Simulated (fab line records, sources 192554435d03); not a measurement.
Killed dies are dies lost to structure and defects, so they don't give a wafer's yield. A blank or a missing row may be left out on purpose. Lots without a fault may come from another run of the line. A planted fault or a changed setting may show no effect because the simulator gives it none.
Which tool did it? | flow n5_finfet | 24 lots, 72 wafers sampled, at 4 steps of a route of 1938

WHAT THE GAUGES READ, wafer by wafer
N5_GATE_CUT_INSPECT_26: inspects for defects (darkfield). Usual: raw_defect_count 47, standard deviation 21.
lot  | measured     | on                | raw_defect_count | flag
L074 | day 4 13:46  | defect_inspect-02 | 70 42 70         |
L075 | day 4 20:48  | defect_inspect-02 | 35 34 35         |
L076 | day 5 03:36  | defect_inspect-01 | 74 106 87        |
L077 | day 5 09:50  | defect_inspect-02 | 44 51 56         |
L078 | day 5 16:53  | defect_inspect-02 | 61 70 62         |
L079 | day 6 02:57  | defect_inspect-02 | 43 84 47         |
L080 | day 6 04:10  | defect_inspect-01 | 32 79 41         |
L081 | day 6 10:35  | defect_inspect-02 | 20 17 34         |
L082 | day 6 14:38  | defect_inspect-01 | 53 33 38         |
L083 | day 6 18:57  | defect_inspect-01 | 53 25 53         |
L084 | day 7 02:44  | defect_inspect-02 | 17 49 29         |
L085 | day 7 15:12  | defect_inspect-02 | 51 23 38         |
L086 | day 7 18:34  | defect_inspect-01 | 26 48 37         |
L087 | day 7 21:38  | defect_inspect-01 | 49 45 72         |
L088 | day 8 08:53  | defect_inspect-01 | 74 39 63         |
L089 | day 8 11:16  | defect_inspect-01 | 29 28 33         |
L090 | day 8 14:10  | defect_inspect-01 | 44 118 38        |
L091 | day 8 23:50  | defect_inspect-01 | 34 32 35         |
L092 | day 9 07:14  | defect_inspect-02 | 42 77 23         |
L093 | day 9 10:36  | defect_inspect-01 | 71 72 91         |
L094 | day 9 18:27  | defect_inspect-02 | 79 73 45         |
L095 | day 9 23:01  | defect_inspect-01 | 46 34 41         |
L096 | day 10 03:53 | defect_inspect-02 | 33 27 43         |
L097 | day 10 10:57 | defect_inspect-02 | 45 17 39         |

WHICH TOOL RAN EACH LOT (tool, then ch and the chambers of the sampled wafers, then the start)
lot  | N5_GATE_CUT_STRIP_59               | N5_GATE_CUT_SAC_CAP_01            | N5_GATE_CUT_CMP_43
L074 | rie_diel-06 ch 1,3, day 4 06:34    | ald_sin-03 ch 0,3, day 4 06:47    | cmp-04 ch 1,3, day 4 13:08
L075 | rie_diel-04 ch 1,2,3, day 4 13:56  | ald_sin-01 ch 0,1, day 4 14:09    | cmp-03 ch 1,2,3, day 4 20:14
L076 | rie_diel-04 ch 1,2, day 4 20:31    | ald_sin-02 ch 0,1,2, day 4 20:44  | cmp-01 ch 0,1,2, day 5 03:08
L077 | rie_diel-04 ch 1,2, day 5 02:48    | ald_sin-03 ch 0,3, day 5 03:01    | cmp-04 ch 1,3, day 5 09:12
L078 | rie_diel-02 ch 0,2, day 5 10:14    | ald_sin-02 ch 0,1,2, day 5 10:28  | cmp-01 ch 0,2,3, day 5 16:15
L079 | rie_diel-02 ch 1,2,3, day 5 19:40  | ald_sin-02 ch 0,1,3, day 5 20:00  | cmp-03 ch 0,1,3, day 6 02:19
L080 | rie_diel-02 ch 0,1, day 5 21:31    | ald_sin-01 ch 0,3, day 5 21:44    | cmp-03 ch 1,2, day 6 03:32
L081 | rie_diel-06 ch 0,2, day 6 03:49    | ald_sin-02 ch 1,2, day 6 04:02    | cmp-04 ch 0,3, day 6 09:52
L082 | rie_diel-06 ch 0,3, day 6 07:42    | ald_sin-03 ch 0,1, day 6 07:55    | cmp-01 ch 2,3, day 6 14:01
L083 | rie_diel-04 ch 1,2,3, day 6 12:16  | ald_sin-02 ch 1,2, day 6 12:29    | cmp-01 ch 1,3, day 6 18:19
L084 | rie_diel-02 ch 1,2,3, day 6 19:58  | ald_sin-01 ch 0,2,3, day 6 20:11  | cmp-03 ch 0,2, day 7 02:01
L085 | rie_diel-02 ch 0,1,2, day 7 08:26  | ald_sin-03 ch 0,1, day 7 08:39    | cmp-01 ch 0,1, day 7 14:29
L086 | rie_diel-04 ch 1,3, day 7 11:23    | ald_sin-02 ch 1,3, day 7 11:55    | cmp-04 ch 0,2, day 7 17:56
L087 | rie_diel-02 ch 1,2, day 7 14:43    | ald_sin-03 ch 1,2,3, day 7 15:04  | cmp-03 ch 0,2,3, day 7 21:10
L088 | rie_diel-04 ch 1,2,3, day 8 01:06  | ald_sin-03 ch 0,2,3, day 8 01:19  | cmp-03 ch 0,1,3, day 8 08:11
L089 | rie_diel-04 ch 0,1,3, day 8 04:35  | ald_sin-03 ch 1,2,3, day 8 04:51  | cmp-03 ch 0,2, day 8 10:38
L090 | rie_diel-04 ch 0,1,3, day 8 07:21  | ald_sin-03 ch 1,3, day 8 07:34    | cmp-04 ch 0,2, day 8 13:32
L091 | rie_diel-02 ch 0,3, day 8 16:35    | ald_sin-01 ch 0,1,2, day 8 17:07  | cmp-04 ch 0,1,2, day 8 23:13
L092 | rie_diel-06 ch 0,3, day 8 21:44    | ald_sin-03 ch 0,2,3, day 9 00:16  | cmp-04 ch 0,2,3, day 9 06:31
L093 | rie_diel-02 ch 0,1, day 9 03:57    | ald_sin-01 ch 0,3, day 9 04:10    | cmp-01 ch 0,2,3, day 9 09:58
L094 | rie_diel-02 ch 0,1,2, day 9 11:39  | ald_sin-01 ch 2,3, day 9 11:52    | cmp-03 ch 0,1,3, day 9 17:54
L095 | rie_diel-06 ch 0,2,3, day 9 16:01  | ald_sin-02 ch 1,2,3, day 9 16:31  | cmp-03 ch 0,2,3, day 9 22:18
L096 | rie_diel-04 ch 1,2,3, day 9 20:52  | ald_sin-01 ch 0,2,3, day 9 21:14  | cmp-04 ch 0,1,3, day 10 03:10
L097 | rie_diel-04 ch 1,2,3, day 10 04:05 | ald_sin-02 ch 0,1,2, day 10 04:19 | cmp-01 ch 2,3, day 10 10:19
- N5_GATE_CUT_STRIP_59: strips in N2/H2, time 20 s.
- N5_GATE_CUT_SAC_CAP_01: material SiNx, target thk 24 nm, pulse time 1 s, ald cycles 480.
- N5_GATE_CUT_CMP_43: polishes SiO2.

WHAT THE TOOLS THEMSELVES READ (means of the sampled wafers that have a number; where no wafer has one, the mark that the record gives instead)
N5_GATE_CUT_STRIP_59. Usual: drypump_motor_current_A 5.5 A, standard deviation 0.41; oes_product_au 0.78 a.u., standard deviation 0.1; rf_vpp_V 45.3 V, standard deviation 0.84; showerhead_plenum_p_Torr 3.40 Torr, standard deviation 0.13; throttle_valve_pct 12.2 %, standard deviation 0.33.
lot  | tool        | drypump_motor_current_A (A) | oes_product_au (a.u.) | rf_vpp_V (V) | showerhead_plenum_p_Torr (Torr) | throttle_valve_pct (%) | flag
L074 | rie_diel-06 | 5.1                         | 0.72                  | 46.1         | 3.44                            | 12.3                   |
L075 | rie_diel-04 | 5.5                         | 0.82                  | 44.7         | 3.45                            | 12.2                   |
L076 | rie_diel-04 | 5.3                         | 0.88                  | 45.1         | 3.44                            | 12.0                   |
L077 | rie_diel-04 | 5.3                         | 0.82                  | 45.1         | 3.42                            | 12.2                   |
L078 | rie_diel-02 | 5.7                         | 0.70                  | 44.5         | 3.30                            | 12.5                   |
L079 | rie_diel-02 | 5.8                         | 0.71                  | 45.8         | 3.39                            | 12.4                   |
L080 | rie_diel-02 | 5.9                         | 0.69                  | 45.0         | 3.18                            | 12.2                   |
L081 | rie_diel-06 | 4.7                         | 0.70                  | 45.4         | 3.21                            | 12.6                   |
L082 | rie_diel-06 | 4.8                         | 0.72                  | 44.9         | 3.41                            | 12.4                   |
L083 | rie_diel-04 | 5.5                         | 0.80                  | 46.0         | 3.44                            | 12.3                   |
L084 | rie_diel-02 | 5.8                         | 0.70                  | 45.3         | 3.38                            | 12.4                   |
L085 | rie_diel-02 | 5.8                         | 0.80                  | 44.6         | 3.42                            | 12.1                   |
L086 | rie_diel-04 | 5.7                         | 0.74                  | 45.8         | 3.44                            | 12.5                   |
L087 | rie_diel-02 | 5.8                         | 0.69                  | 44.5         | 3.28                            | 12.2                   |
L088 | rie_diel-04 | 5.5                         | 0.78                  | 45.1         | 3.43                            | 12.3                   |
L089 | rie_diel-04 | 5.6                         | 0.81                  | 44.8         | 3.43                            | 12.2                   |
L090 | rie_diel-04 | 5.6                         | 0.81                  | 44.7         | 3.43                            | 12.2                   |
L091 | rie_diel-02 | 5.8                         | 0.87                  | 45.5         | 3.54                            | 12.2                   |
L092 | rie_diel-06 | 4.8                         | 0.71                  | 45.6         | 3.40                            | 12.4                   |
L093 | rie_diel-02 | 5.9                         | 0.76                  | 45.4         | 3.30                            | 12.0                   |
L094 | rie_diel-02 | 5.8                         | 0.77                  | 45.4         | 3.41                            | 12.2                   |
L095 | rie_diel-06 | 4.7                         | 0.80                  | 44.9         | 3.43                            | 12.3                   |
L096 | rie_diel-04 | 5.5                         | 0.78                  | 44.5         | 3.42                            | 12.3                   |
L097 | rie_diel-04 | 5.5                         | 0.78                  | 46.0         | 3.42                            | 12.3                   |

N5_GATE_CUT_SAC_CAP_01. Usual: heater_power_w 834 W, standard deviation 77; precursor_pulse_height_rel 1.000, standard deviation 0.019.
lot  | tool       | heater_power_w (W) | precursor_pulse_height_rel | flag
L074 | ald_sin-03 | 896                | 0.993                      |
L075 | ald_sin-01 | 920                | 1.015                      |
L076 | ald_sin-02 | 818                | 0.985                      |
L077 | ald_sin-03 | 900                | 1.017                      |
L078 | ald_sin-02 | 825                | 0.993                      |
L079 | ald_sin-02 | 827                | 0.998                      |
L080 | ald_sin-01 | 872                | 0.987                      |
L081 | ald_sin-02 | 820                | 1.012                      |
L082 | ald_sin-03 | 906                | 1.003                      |
L083 | ald_sin-02 | 824                | 0.999                      |
L084 | ald_sin-01 | 785                | 1.002                      |
L085 | ald_sin-03 | 880                | 0.990                      |
L086 | ald_sin-02 | 866                | 0.991                      |
L087 | ald_sin-03 | 840                | 0.994                      |
L088 | ald_sin-03 | 859                | 1.004                      |
L089 | ald_sin-03 | 849                | 1.000                      |
L090 | ald_sin-03 | 876                | 1.009                      |
L091 | ald_sin-01 | 837                | 0.989                      |
L092 | ald_sin-03 | 844                | 1.001                      |
L093 | ald_sin-01 | 797                | 1.009                      |
L094 | ald_sin-01 | 686                | 1.002                      |
L095 | ald_sin-02 | 860                | 1.007                      |
L096 | ald_sin-01 | 794                | 0.980                      |
L097 | ald_sin-02 | 824                | 0.997                      |

N5_GATE_CUT_CMP_43. Usual: edge_zone_pressure_frac 1.000, standard deviation 0.0048; motor_current_A 11.8 A, standard deviation 1.1.
lot  | tool   | edge_zone_pressure_frac | motor_current_A (A) | flag
L074 | cmp-04 | 0.994                   | 11.8                |
L075 | cmp-03 | 1.000                   | 11.4                |
L076 | cmp-01 | 0.998                   | 11.6                |
L077 | cmp-04 | 0.994                   | 11.8                |
L078 | cmp-01 | 1.000                   | 12.0                |
L079 | cmp-03 | 1.000                   | 10.6                |
L080 | cmp-03 | 1.003                   | 10.9                |
L081 | cmp-04 | 1.000                   | 11.4                |
L082 | cmp-01 | 1.001                   | 13.1                |
L083 | cmp-01 | 0.999                   | 13.9                |
L084 | cmp-03 | 1.000                   | 10.9                |
L085 | cmp-01 | 0.999                   | 12.4                |
L086 | cmp-04 | 0.995                   | 12.6                |
L087 | cmp-03 | 1.004                   | 11.0                |
L088 | cmp-03 | 1.002                   | 11.5                |
L089 | cmp-03 | 0.999                   | 10.6                |
L090 | cmp-04 | 1.001                   | 12.9                |
L091 | cmp-04 | 1.000                   | 12.1                |
L092 | cmp-04 | 1.002                   | 12.2                |
L093 | cmp-01 | 1.001                   | 12.2                |
L094 | cmp-03 | 1.001                   | 11.2                |
L095 | cmp-03 | 0.999                   | 11.6                |
L096 | cmp-04 | 0.999                   | 11.5                |
L097 | cmp-01 | 1.001                   | 12.2                |

THE ANSWER, worked out from the rows above alone
Rule: a lot is off if the mean of its wafers that have a number lies more than 3 standard deviations from the usual mean. A lot without any number at a reading at which 4 lots or more have one is off too. The other lots that the step has rows for count as sound. The gauges are gone through in route order, then the tools' own readings, and for those a lot's mean is taken as printed above. The first step at which some lot is off is used, and at that step the reading that is off furthest; a lot without a number counts as furthest.
No lot is off at any reading shown: from this, nothing can be told.

WHAT THE SIMULATOR HAD PUT IN
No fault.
